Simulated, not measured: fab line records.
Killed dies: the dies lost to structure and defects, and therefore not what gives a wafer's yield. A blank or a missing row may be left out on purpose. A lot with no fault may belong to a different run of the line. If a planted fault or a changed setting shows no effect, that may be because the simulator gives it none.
One fault seen from 2 desks -- flow n5 finfet -- numbers are kept per desk, each desk with only its own; the story behind them comes last

DESK OF THE TOOL OWNER: krf scanner-01
The tool's own readings at N5_BEOL_M12_EXPOSE_25 (exposes mask M12): means of the sampled wafers that have a number, for each lot that ran on this tool. Any lot whose mean is over 4 standard deviations away from the usual mean is out of limits and marked OUT; that distance is given in the brackets.
Columns: A = focus offset nm at N5_BEOL_M12_EXPOSE_25, usual 0.0 nm; B = stage vel mm s at N5_BEOL_M12_EXPOSE_25, usual 499.97 mm/s
lot,first seen here,A,B
L839,day 10 15:23,-0.0,500.28
L844,day 12 13:08,0.2,500.18
L854,day 14 00:37,-0.1,500.44
L853,day 14 05:47,0.3,499.94
L855,day 14 23:02,0.0,499.77
Result from this desk: across the 5 lots, nothing is out of limits.

METROLOGY DESK
Means of the sampled wafers that have a number, per lot and without regard to the tool the lot ran on: this is what the gauges read. Any lot whose mean is over 4 standard deviations away from the usual mean is out of limits and marked OUT; that distance is given in the brackets. Readings shown: 7 out of 27 (the first out of limits, and those lying furthest out on some lot).
Columns: A = cd nm at N5_BEOL_M12_CD_MEAS_28, usual 159.3 nm; B = trench depth nm at N5_BEOL_M12_OCD_MEAS_35, usual 320 nm; C = COMB_M9 at N5_BEOL_M15_RC_MEAS_101, usual 1.4e-11 S/m; D = SERP_M10 at N5_BEOL_M15_RC_MEAS_101, usual 3.02 ohm/um; E = SERP_M12 at N5_BEOL_M15_RC_MEAS_101, usual 0.638 ohm/um; F = SERP_M12_max_site at N5_BEOL_M15_RC_MEAS_101, usual 0.652 ohm/um; G = SERP_M5 at N5_BEOL_M15_RC_MEAS_101, usual 39.4 ohm/um
lot,first seen here,A,B,C,D,E,F,G
L839,day 10 14:03,158.5,319,1.5e-11,3.10,0.644,0.659,40.8
L841,day 11 08:44,158.8,323,1.2e-11,3.02,0.634,0.647,39.3
L844,day 12 11:47,157.7,315,1.4e-11,3.14,0.666,0.677,40.0
L854,day 13 23:27,165.7 (+6.3) OUT,317,1.7e-11,3.04,0.599,0.609,40.1
L853,day 14 04:19,166.2 (+6.8) OUT,318,1.4e-11,3.01,0.599,0.605,36.5
L855,day 14 21:51,165.0 (+5.7) OUT,318,1.5e-11,2.98,0.597,0.609,38.9
L862,day 16 13:32,159.4,318,8.3e-12,3.02,0.649,0.664,40.7
L861,day 16 13:55,159.1,321,1.4e-11,3.01,0.638,0.654,38.2
This desk's finding: out of limits on L853, L854, L855; first on L854, day 14 00:47 (cd nm at N5_BEOL_M12_CD_MEAS_28). L839, L841, L844, L862, L861: within limits.

PUT TOGETHER
An alarm was possible from the metrology desk at day 14 00:47, on L853, L854, L855.
The tool owner's desk saw nothing out of limits.
Tool owner's desk: L853, L854, L855 on record, inside its limits.
On krf scanner-01, each named lot ran N5_BEOL_M12_EXPOSE_25.

WHAT THE SIMULATOR PUT IN
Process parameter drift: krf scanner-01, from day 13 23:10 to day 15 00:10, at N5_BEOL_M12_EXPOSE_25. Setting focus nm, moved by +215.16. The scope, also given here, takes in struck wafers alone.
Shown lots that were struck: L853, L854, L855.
Delay in hours, fault start to first out-of-limits reading, per desk: metrology desk 2.
